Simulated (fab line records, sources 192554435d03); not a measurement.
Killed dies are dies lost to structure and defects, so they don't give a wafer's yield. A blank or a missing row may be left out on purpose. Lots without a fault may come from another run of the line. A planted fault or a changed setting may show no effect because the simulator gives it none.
Which tool did it? | flow n5_finfet | 24 lots, 72 wafers sampled, at 6 steps of a route of 1938

WHAT THE GAUGES READ, wafer by wafer
N5_BEOL_M14_THK_MEAS_01. Usual: M14_ILD_THK 1115 nm, standard deviation 13.
lot  | measured     | on            | M14_ILD_THK (nm) | flag
L074 | day 11 22:22 | film_metro-02 | 1106 1092 1100   |
L075 | day 12 05:01 | film_metro-02 | 1111 1120 1128   |
L077 | day 12 08:27 | film_metro-02 | 1099 1110 1135   |
L076 | day 12 16:28 | film_metro-01 | 1105 1102 1113   |
L078 | day 13 00:10 | film_metro-01 | 1117 1128 1131   |
L080 | day 13 01:43 | film_metro-01 | 1098 1095 1112   |
L079 | day 13 03:35 | film_metro-01 | 1102 1106 1120   |
L081 | day 13 16:54 | film_metro-01 | 1089 1116 1121   |
L083 | day 14 02:58 | film_metro-02 | 1103 1138 1135   |
L082 | day 14 05:13 | film_metro-02 | 1104 1123 1124   |
L084 | day 14 22:19 | film_metro-01 | 1103 1114 1122   |
L085 | day 15 05:17 | film_metro-01 | 1113 1140 1125   |
L089 | day 15 06:22 | film_metro-02 | 1120 1117 1138   |
L086 | day 15 06:29 | film_metro-02 | 1126 1141 1127   |
L087 | day 15 07:59 | film_metro-02 | 1115 1153 1137   |
L088 | day 15 13:45 | film_metro-01 | 1123 1127 1114   |
L091 | day 16 08:59 | film_metro-01 | 1095 1101 1105   |
L090 | day 16 08:59 | film_metro-02 | 1103 1117 1113   |
L092 | day 16 13:19 | film_metro-02 | 1117 1110 1114   |
L094 | day 16 15:28 | film_metro-01 | 1097 1129 1121   |
L093 | day 17 15:30 | film_metro-01 | 1117 1101 1109   |
L095 | day 17 16:43 | film_metro-01 | 1091 1107 1109   |
L096 | day 17 20:01 | film_metro-02 | 1105 1107 1117   |
L097 | day 18 02:44 | film_metro-01 | 1103 1115 1112   |

N5_BEOL_M14_CD_MEAS_28: target cd 284.4 nm. Usual: cd_nm 284.4 nm, standard deviation 1.4.
lot  | measured     | on        | cd_nm (nm)        | flag
L074 | day 11 23:31 | cd_sem-03 | 287.1 286.2 284.4 |
L075 | day 12 06:17 | cd_sem-02 | 283.3 283.7 285.3 |
L077 | day 12 09:36 | cd_sem-03 | 285.9 286.5 287.4 |
L076 | day 12 17:45 | cd_sem-03 | 284.3 283.7 284.5 |
L078 | day 13 01:27 | cd_sem-02 | 283.3 283.9 285.0 |
L080 | day 13 02:59 | cd_sem-03 | 284.2 282.9 284.4 |
L079 | day 13 04:45 | cd_sem-01 | 283.8 282.3 282.6 |
L081 | day 13 18:18 | cd_sem-03 | 282.8 283.1 281.6 |
L083 | day 14 04:17 | cd_sem-03 | 285.0 286.1 286.6 |
L082 | day 14 06:38 | cd_sem-02 | 284.8 283.8 286.1 |
L084 | day 14 23:37 | cd_sem-01 | 282.7 282.5 282.7 |
L085 | day 15 06:26 | cd_sem-01 | 283.5 284.1 283.2 |
L089 | day 15 07:32 | cd_sem-03 | 282.3 282.9 279.7 |
L086 | day 15 08:25 | cd_sem-02 | 284.0 285.7 285.6 |
L087 | day 15 09:23 | cd_sem-03 | 285.4 286.3 285.3 |
L088 | day 15 15:09 | cd_sem-01 | 282.7 284.3 282.2 |
L091 | day 16 10:28 | cd_sem-01 | 285.0 283.2 284.5 |
L090 | day 16 10:42 | cd_sem-01 | 285.1 285.1 283.8 |
L092 | day 16 14:44 | cd_sem-01 | 285.0 284.1 283.9 |
L094 | day 16 17:01 | cd_sem-02 | 283.1 285.8 283.4 |
L093 | day 17 16:47 | cd_sem-03 | 285.6 287.1 286.0 |
L095 | day 17 17:55 | cd_sem-02 | 283.4 283.9 284.4 |
L096 | day 17 21:20 | cd_sem-01 | 285.4 284.9 286.6 |
L097 | day 18 03:53 | cd_sem-03 | 283.3 283.9 286.0 |

N5_BEOL_M14_OCD_MEAS_35. Usual: trench_depth_nm 555 nm, standard deviation 9.1.
lot  | measured     | on     | trench_depth_nm (nm) | flag
L074 | day 12 00:13 | ocd-01 | 567 555 547          |
L075 | day 12 07:11 | ocd-02 | 546 544 568          |
L077 | day 12 10:19 | ocd-01 | 570 577 549          |
L076 | day 12 18:31 | ocd-02 | 550 568 537          |
L078 | day 13 02:22 | ocd-01 | 573 548 549          |
L080 | day 13 03:41 | ocd-02 | 558 547 556          |
L079 | day 13 05:29 | ocd-01 | 566 554 562          |
L081 | day 13 19:07 | ocd-01 | 570 561 576          |
L083 | day 14 05:16 | ocd-02 | 553 567 557          |
L082 | day 14 07:22 | ocd-02 | 566 546 550          |
L084 | day 15 00:19 | ocd-02 | 550 557 563          |
L085 | day 15 07:08 | ocd-02 | 540 547 547          |
L089 | day 15 08:17 | ocd-02 | 569 552 549          |
L086 | day 15 09:12 | ocd-02 | 553 553 551          |
L087 | day 15 10:05 | ocd-01 | 555 556 564          |
L088 | day 15 15:51 | ocd-01 | 544 564 564          |
L091 | day 16 11:33 | ocd-01 | 551 567 567          |
L090 | day 16 11:40 | ocd-02 | 554 558 552          |
L092 | day 16 15:26 | ocd-01 | 549 567 568          |
L094 | day 16 17:43 | ocd-01 | 565 550 573          |
L093 | day 17 17:29 | ocd-01 | 549 549 550          |
L095 | day 17 18:36 | ocd-02 | 560 553 553          |
L096 | day 17 22:04 | ocd-02 | 547 560 559          |
L097 | day 18 04:49 | ocd-01 | 555 556 553          |

N5_BEOL_M14_RS_MEAS_54: measures by four-point-probe. Usual: M14_RS 0.0333 ohm/sq, standard deviation 0.00057.
lot  | measured     | on            | M14_RS (ohm/sq)      | flag
L074 | day 12 03:34 | film_metro-01 | 0.0327 0.0334 0.0339 |
L075 | day 12 11:34 | film_metro-01 | 0.0338 0.0340 0.0326 |
L077 | day 12 15:18 | film_metro-02 | 0.0324 0.0320 0.0337 |
L076 | day 12 22:13 | film_metro-02 | 0.0336 0.0324 0.0344 |
L078 | day 13 04:24 | film_metro-02 | 0.0321 0.0337 0.0336 |
L080 | day 13 06:50 | film_metro-02 | 0.0331 0.0336 0.0333 |
L079 | day 13 07:41 | film_metro-01 | 0.0327 0.0334 0.0330 |
L081 | day 13 21:26 | film_metro-01 | 0.0324 0.0329 0.0319 |
L083 | day 14 11:39 | film_metro-01 | 0.0335 0.0325 0.0331 |
L082 | day 14 12:09 | film_metro-02 | 0.0326 0.0339 0.0336 |
L084 | day 15 05:02 | film_metro-02 | 0.0336 0.0332 0.0328 |
L085 | day 15 09:07 | film_metro-01 | 0.0341 0.0337 0.0337 |
L089 | day 15 09:56 | film_metro-01 | 0.0327 0.0336 0.0338 |
L086 | day 15 14:50 | film_metro-01 | 0.0334 0.0334 0.0336 |
L087 | day 15 15:19 | film_metro-02 | 0.0333 0.0332 0.0327 |
L088 | day 15 17:49 | film_metro-01 | 0.0340 0.0326 0.0326 |
L091 | day 16 13:28 | film_metro-01 | 0.0335 0.0327 0.0327 |
L090 | day 16 16:42 | film_metro-02 | 0.0334 0.0331 0.0335 |
L092 | day 16 17:01 | film_metro-01 | 0.0337 0.0326 0.0325 |
L094 | day 17 02:19 | film_metro-02 | 0.0328 0.0336 0.0323 |
L093 | day 17 19:59 | film_metro-01 | 0.0337 0.0335 0.0336 |
L095 | day 17 20:31 | film_metro-01 | 0.0330 0.0333 0.0333 |
L096 | day 18 02:03 | film_metro-01 | 0.0337 0.0329 0.0330 |
L097 | day 18 06:59 | film_metro-02 | 0.0333 0.0331 0.0334 |

N5_BEOL_M14_INSPECT_55: inspects for defects (darkfield). Usual: raw_defect_count 65, standard deviation 21.
lot  | measured     | on                | raw_defect_count | flag
L074 | day 12 03:35 | defect_inspect-02 | 78 111 72        |
L075 | day 12 11:35 | defect_inspect-01 | 51 40 65         |
L077 | day 12 15:20 | defect_inspect-02 | 46 37 59         |
L076 | day 12 22:14 | defect_inspect-02 | 104 106 84       |
L078 | day 13 04:25 | defect_inspect-01 | 51 62 43         |
L080 | day 13 06:52 | defect_inspect-01 | 52 51 42         |
L079 | day 13 07:42 | defect_inspect-02 | 54 48 55         |
L081 | day 13 21:28 | defect_inspect-01 | 48 37 70         |
L083 | day 14 11:41 | defect_inspect-02 | 36 59 67         |
L082 | day 14 12:10 | defect_inspect-02 | 67 57 94         |
L084 | day 15 05:04 | defect_inspect-02 | 43 73 46         |
L085 | day 15 09:08 | defect_inspect-01 | 93 40 63         |
L089 | day 15 09:58 | defect_inspect-01 | 75 46 92         |
L086 | day 15 14:52 | defect_inspect-02 | 66 31 75         |
L087 | day 15 15:21 | defect_inspect-01 | 93 68 107        |
L088 | day 15 17:50 | defect_inspect-02 | 60 124 115       |
L091 | day 16 13:29 | defect_inspect-02 | 76 57 92         |
L090 | day 16 16:43 | defect_inspect-02 | 51 52 52         |
L092 | day 16 17:03 | defect_inspect-02 | 53 69 41         |
L094 | day 17 02:20 | defect_inspect-02 | 39 44 53         |
L093 | day 17 20:01 | defect_inspect-01 | 44 81 52         |
L095 | day 17 20:33 | defect_inspect-01 | 107 93 94        |
L096 | day 18 02:05 | defect_inspect-02 | 60 47 80         |
L097 | day 18 07:01 | defect_inspect-01 | 74 86 80         |

WHICH TOOL RAN EACH LOT (tool, then ch and the chambers of the sampled wafers, then the start)
lot  | N5_BEOL_M14_ETCH_68
L074 | rie_diel-04 ch 0,2,3, day 11 23:47
L075 | rie_diel-04 ch 0,2,3, day 12 06:46
L077 | rie_diel-01 ch 0,3, day 12 09:53
L076 | rie_diel-01 ch 0,2,3, day 12 18:05
L078 | rie_diel-04 ch 0,1,3, day 13 01:56
L080 | rie_diel-03 ch 1,3, day 13 03:16
L079 | rie_diel-03 ch 0,1,3, day 13 05:03
L081 | rie_diel-01 ch 1,3, day 13 18:41
L083 | rie_diel-01 ch 2,3, day 14 04:50
L082 | rie_diel-04 ch 0,1,3, day 14 06:56
L084 | rie_diel-03 ch 1,3, day 14 23:53
L085 | rie_diel-04 ch 1,2, day 15 06:43
L089 | rie_diel-04 ch 0,1,3, day 15 07:52
L086 | rie_diel-03 ch 2,3, day 15 08:46
L087 | rie_diel-03 ch 1,3, day 15 09:39
L088 | rie_diel-04 ch 0,3, day 15 15:25
L091 | rie_diel-01 ch 0,1,3, day 16 11:07
L090 | rie_diel-03 ch 0,2,3, day 16 11:14
L092 | rie_diel-01 ch 1,2,3, day 16 15:01
L094 | rie_diel-01 ch 0,3, day 16 17:17
L093 | rie_diel-03 ch 2,3, day 17 17:04
L095 | rie_diel-04 ch 0,2, day 17 18:10
L096 | rie_diel-01 ch 1,2, day 17 21:38
L097 | rie_diel-03 ch 0,1, day 18 04:23
- N5_BEOL_M14_ETCH_68: etches SOC in N2/H2, time 450 s.

WHAT THE TOOLS THEMSELVES READ (means of the sampled wafers that have a number; where no wafer has one, the mark that the record gives instead)
N5_BEOL_M14_ETCH_68. Usual: drypump_motor_current_A 5.8 A, standard deviation 0.34; oes_product_au 0.79 a.u., standard deviation 0.073; rf_vpp_V 523.2 V, standard deviation 2.7; showerhead_plenum_p_Torr 2.52 Torr, standard deviation 0.095; throttle_valve_pct 17.80 %, standard deviation 0.28.
lot  | tool        | drypump_motor_current_A (A) | oes_product_au (a.u.) | rf_vpp_V (V) | showerhead_plenum_p_Torr (Torr) | throttle_valve_pct (%) | flag
L074 | rie_diel-04 | 5.6                         | 0.79                  | 525.0        | 2.59                            | 17.79                  |
L075 | rie_diel-04 | 5.6                         | 0.79                  | 525.4        | 2.59                            | 17.80                  |
L077 | rie_diel-01 | 5.9                         | 0.75                  | 521.1        | 2.44                            | 17.87                  |
L076 | rie_diel-01 | 6.0                         | 0.73                  | 521.6        | 2.46                            | 17.81                  |
L078 | rie_diel-04 | 5.8                         | 0.81                  | 525.1        | 2.60                            | 17.70                  |
L080 | rie_diel-03 | 6.0                         | 0.77                  | 521.3        | 2.44                            | 17.92                  |
L079 | rie_diel-03 | 5.8                         | 0.81                  | 521.7        | 2.46                            | 17.77                  |
L081 | rie_diel-01 | 5.8                         | 0.80                  | 521.4        | 2.45                            | 17.82                  |
L083 | rie_diel-01 | 6.1                         | 0.89                  | 521.8        | 2.48                            | 17.60                  |
L082 | rie_diel-04 | 5.8                         | 0.80                  | 524.8        | 2.60                            | 17.70                  |
L084 | rie_diel-03 | 6.0                         | 0.75                  | 520.7        | 2.43                            | 17.93                  |
L085 | rie_diel-04 | 6.0                         | 0.77                  | 526.3        | 2.65                            | 17.98                  |
L089 | rie_diel-04 | 5.8                         | 0.79                  | 525.6        | 2.60                            | 17.73                  |
L086 | rie_diel-03 | 5.7                         | 0.71                  | 520.9        | 2.48                            | 18.17                  |
L087 | rie_diel-03 | 6.1                         | 0.75                  | 520.7        | 2.43                            | 17.94                  |
L088 | rie_diel-04 | 5.6                         | 0.79                  | 522.6        | 2.52                            | 17.62                  |
L091 | rie_diel-01 | 5.9                         | 0.77                  | 521.2        | 2.45                            | 17.72                  |
L090 | rie_diel-03 | 5.5                         | 0.75                  | 522.6        | 2.50                            | 18.04                  |
L092 | rie_diel-01 | 6.0                         | 0.83                  | 523.1        | 2.47                            | 17.66                  |
L094 | rie_diel-01 | 5.8                         | 0.73                  | 521.0        | 2.42                            | 17.94                  |
L093 | rie_diel-03 | 5.7                         | 0.70                  | 524.0        | 2.55                            | 18.19                  |
L095 | rie_diel-04 | 5.6                         | 0.93                  | 524.3        | 2.55                            | 17.71                  |
L096 | rie_diel-01 | 6.0                         | 0.86                  | 521.6        | 2.49                            | 17.47                  |
L097 | rie_diel-03 | 5.9                         | 0.81                  | 521.4        | 2.46                            | 17.61                  |

THE ANSWER, worked out from the rows above alone
Rule: a lot is off if the mean of its wafers that have a number lies more than 3 standard deviations from the usual mean. A lot without any number at a reading at which 4 lots or more have one is off too. The other lots that the step has rows for count as sound. The gauges are gone through in route order, then the tools' own readings, and for those a lot's mean is taken as printed above. The first step at which some lot is off is used, and at that step the reading that is off furthest; a lot without a number counts as furthest.
No lot is off at any reading shown: from this, nothing can be told.

WHAT THE SIMULATOR HAD PUT IN
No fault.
